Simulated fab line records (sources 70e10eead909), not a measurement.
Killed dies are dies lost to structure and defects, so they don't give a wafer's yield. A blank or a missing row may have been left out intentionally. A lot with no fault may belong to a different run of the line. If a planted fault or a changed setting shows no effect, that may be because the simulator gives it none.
Which tool did it? | flow nand harc | 72 wafers from 24 lots sampled at 6 of the route's 1302 steps

== WHAT THE GAUGES READ, wafer by wafer ==
No reading from a measuring or inspecting step in the record can be judged against a usual standard deviation.

== TOOL THAT RAN EACH LOT (tool first, then ch and the chambers of the sampled wafers, then the start) ==
lot  | NHARC_A_WL_FILL_RTA_01           | NHARC_A_WL_FILL_ALD_10           | NHARC_A_WL_FILL_ETCHBACK_17       | NHARC_A_WL_FILL_ETCHBACK_26      | NHARC_A_CONTACT_DEP_29          | NHARC_A_CONTACT_ETCH_118
L074 | rtp anneal-01 ch 0, day 20 06:32 | ald hk-03 ch 1,2,3, day 20 12:35 | rie metal-02 ch 0,1, day 20 16:53 | rie si-05 ch 0,3, day 20 22:09   | pecvd-04 ch 0,1,2, day 21 04:24 | har cap etch-01 ch 0,1, day 21 08:12
L075 | rtp anneal-01 ch 0, day 20 18:20 | ald hk-03 ch 2,3, day 21 04:33   | rie metal-02 ch 0,1, day 21 08:56 | rie si-05 ch 0,3, day 21 14:02   | pecvd-02 ch 0,1,2, day 21 22:23 | har cap etch-03 ch 0,1, day 22 02:26
L076 | rtp anneal-01 ch 0, day 21 03:52 | ald hk-04 ch 0,1,3, day 21 16:45 | rie metal-02 ch 0,1, day 21 21:10 | rie si-02 ch 0,2,3, day 22 02:21 | pecvd-02 ch 0,1,2, day 22 08:28 | har cap etch-01 ch 0,1, day 22 12:26
L077 | rtp anneal-01 ch 0, day 21 07:15 | ald hk-03 ch 1,2,3, day 21 17:14 | rie metal-01 ch 0,1, day 21 21:06 | rie si-05 ch 1,2, day 22 02:20   | pecvd-04 ch 1,2, day 22 08:33   | har cap etch-03 ch 1, day 22 12:34
L078 | rtp anneal-02 ch 0, day 22 03:31 | ald hk-03 ch 2,3, day 22 10:18   | rie metal-01 ch 0,1, day 22 15:10 | rie si-01 ch 2,3, day 22 20:21   | pecvd-04 ch 0,1,2, day 23 02:31 | har cap etch-01 ch 0,1, day 23 06:29
L079 | rtp anneal-01 ch 0, day 22 11:05 | ald hk-03 ch 0,1,3, day 22 20:10 | rie metal-02 ch 0,1, day 22 23:59 | rie si-05 ch 0,2,3, day 23 05:42 | pecvd-02 ch 0,2, day 23 11:49   | har cap etch-02 ch 0,1, day 23 16:02
L080 | rtp anneal-01 ch 0, day 23 02:47 | ald hk-03 ch 0,3, day 23 09:10   | rie metal-02 ch 0,1, day 23 14:05 | rie si-05 ch 0,1,3, day 23 19:19 | pecvd-01 ch 1,2, day 24 02:33   | har cap etch-01 ch 0,1, day 24 06:34
L081 | rtp anneal-02 ch 0, day 23 02:55 | ald hk-04 ch 0,1, day 23 09:10   | rie metal-01 ch 0,1, day 23 14:00 | rie si-02 ch 0,3, day 23 19:18   | pecvd-04 ch 0,2, day 24 01:44   | har cap etch-02 ch 0,1, day 24 05:43
L082 | rtp anneal-01 ch 0, day 23 21:30 | ald hk-04 ch 0,1,3, day 24 06:50 | rie metal-01 ch 0,1, day 24 10:40 | rie si-05 ch 0,3, day 24 15:52   | pecvd-02 ch 0,1,2, day 24 22:38 | har cap etch-01 ch 0, day 25 02:50
L084 | rtp anneal-02 ch 0, day 24 06:38 | ald hk-03 ch 0,1,2, day 24 14:50 | rie metal-01 ch 0,1, day 24 19:43 | rie si-01 ch 0,2,3, day 25 00:59 | pecvd-01 ch 1,2, day 25 07:08   | har cap etch-03 ch 0,1, day 25 10:58
L083 | rtp anneal-01 ch 0, day 24 12:03 | ald hk-04 ch 1,2,3, day 24 19:59 | rie metal-02 ch 0,1, day 24 23:47 | rie si-01 ch 0,1,2, day 25 04:56 | pecvd-04 ch 0,1,2, day 25 11:25 | har cap etch-01 ch 0,1, day 25 15:25
L086 | rtp anneal-01 ch 0, day 25 06:57 | ald hk-02 ch 2,3, day 25 13:46   | rie metal-01 ch 0,1, day 25 18:07 | rie si-05 ch 0,1, day 25 23:10   | pecvd-04 ch 0,1, day 26 05:14   | har cap etch-03 ch 0,1, day 26 09:09
L085 | rtp anneal-02 ch 0, day 25 06:59 | ald hk-04 ch 1,2,3, day 25 13:15 | rie metal-03 ch 0,1, day 25 18:04 | rie si-02 ch 0,1,2, day 25 23:11 | pecvd-02 ch 0,2, day 26 05:14   | har cap etch-02 ch 0,1, day 26 09:18
L087 | rtp anneal-01 ch 0, day 26 08:52 | ald hk-03 ch 0,1,2, day 26 19:16 | rie metal-02 ch 0,1, day 26 22:32 | rie si-05 ch 1,2, day 27 03:47   | pecvd-02 ch 0,1,2, day 27 09:53 | har cap etch-01 ch 0,1, day 27 13:49
L089 | rtp anneal-02 ch 0, day 26 13:20 | ald hk-02 ch 0,1,3, day 26 21:04 | rie metal-03 ch 0,1, day 27 01:23 | rie si-01 ch 0,1,3, day 27 06:35 | pecvd-01 ch 0,2, day 27 13:22   | har cap etch-03 ch 0, day 27 17:11
L088 | rtp anneal-01 ch 0, day 26 13:31 | ald hk-03 ch 0,1,3, day 26 22:22 | rie metal-01 ch 0,1, day 27 02:13 | rie si-02 ch 1,2, day 27 06:37   | pecvd-02 ch 1,2, day 27 13:55   | har cap etch-02 ch 0,1, day 27 17:57
L090 | rtp anneal-01 ch 0, day 27 04:09 | ald hk-04 ch 1,2,3, day 27 13:37 | rie metal-02 ch 0,1, day 27 19:29 | rie si-02 ch 0,2,3, day 28 00:41 | pecvd-02 ch 0,1, day 28 06:43   | har cap etch-02 ch 0,1, day 28 11:16
L091 | rtp anneal-02 ch 0, day 27 06:41 | ald hk-03 ch 0,1,3, day 27 12:35 | rie metal-02 ch 1, day 27 16:23   | rie si-01 ch 1,3, day 27 21:37   | pecvd-02 ch 0,1, day 28 06:04   | har cap etch-03 ch 0,1, day 28 10:06
L093 | rtp anneal-01 ch 0, day 27 15:04 | ald hk-04 ch 0,1,3, day 27 21:28 | rie metal-02 ch 1, day 28 05:20   | rie si-02 ch 1,2, day 28 10:29   | pecvd-02 ch 0,2, day 28 16:47   | har cap etch-01 ch 0, day 28 20:45
L092 | rtp anneal-02 ch 0, day 27 15:14 | ald hk-03 ch 1,2,3, day 27 21:28 | rie metal-02 ch 0,1, day 28 02:17 | rie si-01 ch 0,1,3, day 28 07:31 | pecvd-04 ch 0,1,2, day 28 14:04 | har cap etch-02 ch 0,1, day 28 18:15
L094 | rtp anneal-02 ch 0, day 28 13:07 | ald hk-04 ch 0,2, day 28 19:40   | rie metal-02 ch 0,1, day 29 00:29 | rie si-05 ch 1,2,3, day 29 05:43 | pecvd-02 ch 0,1, day 29 13:07   | har cap etch-03 ch 0,1, day 29 17:08
L095 | rtp anneal-01 ch 0, day 29 10:05 | ald hk-04 ch 2,3, day 29 16:53   | rie metal-02 ch 0,1, day 29 21:43 | rie si-01 ch 1,3, day 30 02:55   | pecvd-04 ch 0,1, day 30 09:03   | har cap etch-01 ch 1, day 30 13:22
L096 | rtp anneal-02 ch 0, day 29 20:40 | ald hk-04 ch 0,3, day 30 04:21   | rie metal-03 ch 0,1, day 30 09:13 | rie si-01 ch 2,3, day 30 14:23   | pecvd-01 ch 0, day 30 20:45     | har cap etch-03 ch 0,1, day 31 01:11
L097 | rtp anneal-01 ch 0, day 30 11:07 | ald hk-03 ch 0,3, day 30 18:27   | rie metal-02 ch 0,1, day 31 01:20 | rie si-05 ch 1,2,3, day 31 06:34 | pecvd-04 ch 0,1,2, day 31 12:53 | har cap etch-02 ch 0,1, day 31 17:04
- NHARC_A_WL_FILL_RTA_01: time 5 s.
- NHARC_A_WL_FILL_ALD_10: deposits SiO2, target thk 50 nm, pulse time 10 s, ald cycles 500.
- NHARC_A_WL_FILL_ETCHBACK_17: etches the open film in Cl2/BCl3, target depth 4 nm, time 26.7 s.
- NHARC_A_WL_FILL_ETCHBACK_26: etches the open film in HBr, target depth 52 nm, time 13.3 s.
- NHARC_A_CONTACT_DEP_29: deposits SiON, target thk 100 nm.
- NHARC_A_CONTACT_ETCH_118: etches the open film in C4F8/O2/Ar, time 190 s, target depth 1850 nm.

== AS READ BY THE TOOLS THEMSELVES (means over the sampled wafers that have a number; for cases with no such wafer, the mark the record gives instead) ==
NHARC_A_WL_FILL_RTA_01. Usual: lamp power pct 28.6 %, standard deviation 1.4; wafer_temp_C_max 1006.5, standard deviation 1.6.
lot  | tool          | lamp power pct (%) | wafer_temp_C_max | flag
L074 | rtp anneal-01 | 29.7               | 1007.5           |
L075 | rtp anneal-01 | 29.7               | 1007.6           |
L076 | rtp anneal-01 | 29.6               | 1005.6           |
L077 | rtp anneal-01 | 29.7               | 1006.1           |
L078 | rtp anneal-02 | 26.8               | 1004.7           |
L079 | rtp anneal-01 | 29.7               | 1006.9           |
L080 | rtp anneal-01 | 29.7               | 1008.3           |
L081 | rtp anneal-02 | 26.7               | 1004.2           |
L082 | rtp anneal-01 | 29.7               | 1006.1           |
L084 | rtp anneal-02 | 26.8               | 1004.4           |
L083 | rtp anneal-01 | 29.6               | 1006.8           |
L086 | rtp anneal-01 | 29.7               | 1006.2           |
L085 | rtp anneal-02 | 26.8               | 1004.1           |
L087 | rtp anneal-01 | 29.7               | 1006.8           |
L089 | rtp anneal-02 | 26.8               | 1005.3           |
L088 | rtp anneal-01 | 29.7               | 1007.0           |
L090 | rtp anneal-01 | 29.7               | 1006.5           |
L091 | rtp anneal-02 | 26.8               | 1005.0           |
L093 | rtp anneal-01 | 29.7               | 1006.4           |
L092 | rtp anneal-02 | 26.8               | 1005.9           |
L094 | rtp anneal-02 | 26.8               | 1005.0           |
L095 | rtp anneal-01 | 29.7               | 1010.1           |
L096 | rtp anneal-02 | 26.8               | 1005.7           |
L097 | rtp anneal-01 | 29.7               | 1006.8           |

NHARC_A_WL_FILL_ALD_10. Usual: heater power w 498 W, standard deviation 47; precursor pulse height rel 1.002, standard deviation 0.02.
lot  | tool      | heater power w (W) | precursor pulse height rel | flag
L074 | ald hk-03 | 467                | 1.004                      |
L075 | ald hk-03 | 459                | 1.016                      |
L076 | ald hk-04 | 516                | 1.007                      |
L077 | ald hk-03 | 467                | 0.993                      |
L078 | ald hk-03 | 454                | 1.003                      |
L079 | ald hk-03 | 504                | 0.998                      |
L080 | ald hk-03 | 520                | 1.011                      |
L081 | ald hk-04 | 487                | 1.010                      |
L082 | ald hk-04 | 510                | 0.995                      |
L084 | ald hk-03 | 503                | 0.999                      |
L083 | ald hk-04 | 543                | 0.992                      |
L086 | ald hk-02 | 409                | 1.002                      |
L085 | ald hk-04 | 546                | 0.989                      |
L087 | ald hk-03 | 511                | 0.987                      |
L089 | ald hk-02 | 459                | 1.022                      |
L088 | ald hk-03 | 510                | 0.984                      |
L090 | ald hk-04 | 527                | 1.013                      |
L091 | ald hk-03 | 509                | 0.996                      |
L093 | ald hk-04 | 507                | 0.990                      |
L092 | ald hk-03 | 471                | 1.025                      |
L094 | ald hk-04 | 518                | 1.013                      |
L095 | ald hk-04 | 554                | 1.003                      |
L096 | ald hk-04 | 507                | 0.993                      |
L097 | ald hk-03 | 535                | 0.995                      |

NHARC_A_WL_FILL_ETCHBACK_17. Usual: drypump motor current A 6.0 A, standard deviation 0.36; oes product au 1.001 a.u., standard deviation 0.011.
lot  | tool         | drypump motor current A (A) | oes product au (a.u.) | flag
L074 | rie metal-02 | 6.0                         | 0.989                 |
L075 | rie metal-02 | 6.1                         | 1.000                 |
L076 | rie metal-02 | 6.1                         | 0.984                 |
L077 | rie metal-01 | 6.1                         | 1.013                 |
L078 | rie metal-01 | 6.1                         | 1.005                 |
L079 | rie metal-02 | 6.0                         | 0.981                 |
L080 | rie metal-02 | 6.0                         | 0.999                 |
L081 | rie metal-01 | 6.1                         | 1.023                 |
L082 | rie metal-01 | 6.3                         | 1.011                 |
L084 | rie metal-01 | 6.4                         | 1.014                 |
L083 | rie metal-02 | 6.1                         | 0.999                 |
L086 | rie metal-01 | 6.3                         | 1.017                 |
L085 | rie metal-03 | 5.5                         | 0.997                 |
L087 | rie metal-02 | 6.0                         | 0.990                 |
L089 | rie metal-03 | 5.5                         | 0.992                 |
L088 | rie metal-01 | 6.1                         | 1.008                 |
L090 | rie metal-02 | 6.0                         | 1.005                 |
L091 | rie metal-02 | 5.9                         | 1.000                 |
L093 | rie metal-02 | 6.0                         | 0.994                 |
L092 | rie metal-02 | 6.0                         | 1.003                 |
L094 | rie metal-02 | 6.0                         | 1.005                 |
L095 | rie metal-02 | 6.0                         | 0.994                 |
L096 | rie metal-03 | 5.5                         | 1.002                 |
L097 | rie metal-02 | 6.0                         | 1.006                 |

NHARC_A_WL_FILL_ETCHBACK_26. Usual: drypump motor current A 5.9 A, standard deviation 0.52; oes product au 1.002 a.u., standard deviation 0.0091; rf fwd power W 342.2 W, standard deviation 1.5; throttle valve pct 23.264 %, standard deviation 0.0085.
lot  | tool      | drypump motor current A (A) | oes product au (a.u.) | rf fwd power W (W) | throttle valve pct (%) | flag
L074 | rie si-05 | 6.1                         | 0.991                 | 343.2              | 23.262                 |
L075 | rie si-05 | 6.1                         | 0.997                 | 342.5              | 23.265                 |
L076 | rie si-02 | 5.8                         | 0.993                 | 343.5              | 23.261                 |
L077 | rie si-05 | 5.1                         | 1.010                 | 341.2              | 23.270                 |
L078 | rie si-01 | 6.2                         | 1.011                 | 341.2              | 23.272                 |
L079 | rie si-05 | 5.8                         | 1.005                 | 341.6              | 23.271                 |
L080 | rie si-05 | 6.0                         | 1.003                 | 342.4              | 23.269                 |
L081 | rie si-02 | 5.9                         | 0.992                 | 344.1              | 23.262                 |
L082 | rie si-05 | 6.3                         | 1.002                 | 342.5              | 23.267                 |
L084 | rie si-01 | 6.0                         | 0.997                 | 341.4              | 23.263                 |
L083 | rie si-01 | 5.9                         | 1.006                 | 340.4              | 23.265                 |
L086 | rie si-05 | 5.8                         | 1.007                 | 342.9              | 23.265                 |
L085 | rie si-02 | 5.4                         | 1.001                 | 342.2              | 23.271                 |
L087 | rie si-05 | 5.1                         | 1.000                 | 342.0              | 23.266                 |
L089 | rie si-01 | 6.3                         | 1.005                 | 340.9              | 23.255                 |
L088 | rie si-02 | 5.4                         | 1.007                 | 341.2              | 23.266                 |
L090 | rie si-02 | 5.8                         | 0.997                 | 341.5              | 23.261                 |
L091 | rie si-01 | 6.2                         | 1.013                 | 342.3              | 23.267                 |
L093 | rie si-02 | 5.5                         | 0.992                 | 342.3              | 23.271                 |
L092 | rie si-01 | 6.3                         | 1.008                 | 340.9              | 23.265                 |
L094 | rie si-05 | 5.7                         | 1.002                 | 343.3              | 23.265                 |
L095 | rie si-01 | 6.2                         | 1.010                 | 342.5              | 23.251                 |
L096 | rie si-01 | 6.2                         | 0.998                 | 341.5              | 23.263                 |
L097 | rie si-05 | 5.6                         | 1.004                 | 343.7              | 23.266                 |

NHARC_A_CONTACT_DEP_29. Usual: heater power w 726 W, standard deviation 110; rf fwd power W 348.5 W, standard deviation 1.
lot  | tool     | heater power w (W) | rf fwd power W (W) | flag
L074 | pecvd-04 | 737                | 347.8              |
L075 | pecvd-02 | 751                | 349.7              |
L076 | pecvd-02 | 737                | 349.4              |
L077 | pecvd-04 | 813                | 348.3              |
L078 | pecvd-04 | 682                | 347.9              |
L079 | pecvd-02 | 666                | 349.6              |
L080 | pecvd-01 | 757                | 347.8              |
L081 | pecvd-04 | 615                | 349.1              |
L082 | pecvd-02 | 741                | 349.4              |
L084 | pecvd-01 | 783                | 348.4              |
L083 | pecvd-04 | 707                | 347.5              |
L086 | pecvd-04 | 861                | 348.1              |
L085 | pecvd-02 | 689                | 348.6              |
L087 | pecvd-02 | 714                | 349.2              |
L089 | pecvd-01 | 771                | 348.9              |
L088 | pecvd-02 | 792                | 349.3              |
L090 | pecvd-02 | 719                | 349.2              |
L091 | pecvd-02 | 699                | 348.0              |
L093 | pecvd-02 | 749                | 347.8              |
L092 | pecvd-04 | 734                | 348.7              |
L094 | pecvd-02 | 694                | 349.3              |
L095 | pecvd-04 | 880                | 348.0              |
L096 | pecvd-01 | 680                | 348.3              |
L097 | pecvd-04 | 704                | 348.5              |

== THE ANSWER, worked out from the rows above alone ==
Rule: take the mean of a lot's wafers that have a number; if it is more than 3 standard deviations from the usual mean, the lot is off. Also off: a lot with no number at a reading for which 4 or more lots have one. Any other lot the step has rows for is counted as sound. First the gauges in route order, then the tools' own readings, where a lot's mean is used as printed above. At the first step where some lot is off, the reading lying furthest off is the one used; lots without a number count as furthest.
Across all readings shown, no lot is off: no conclusion can be drawn from this.

== WHAT WAS PUT IN BY THE SIMULATOR ==
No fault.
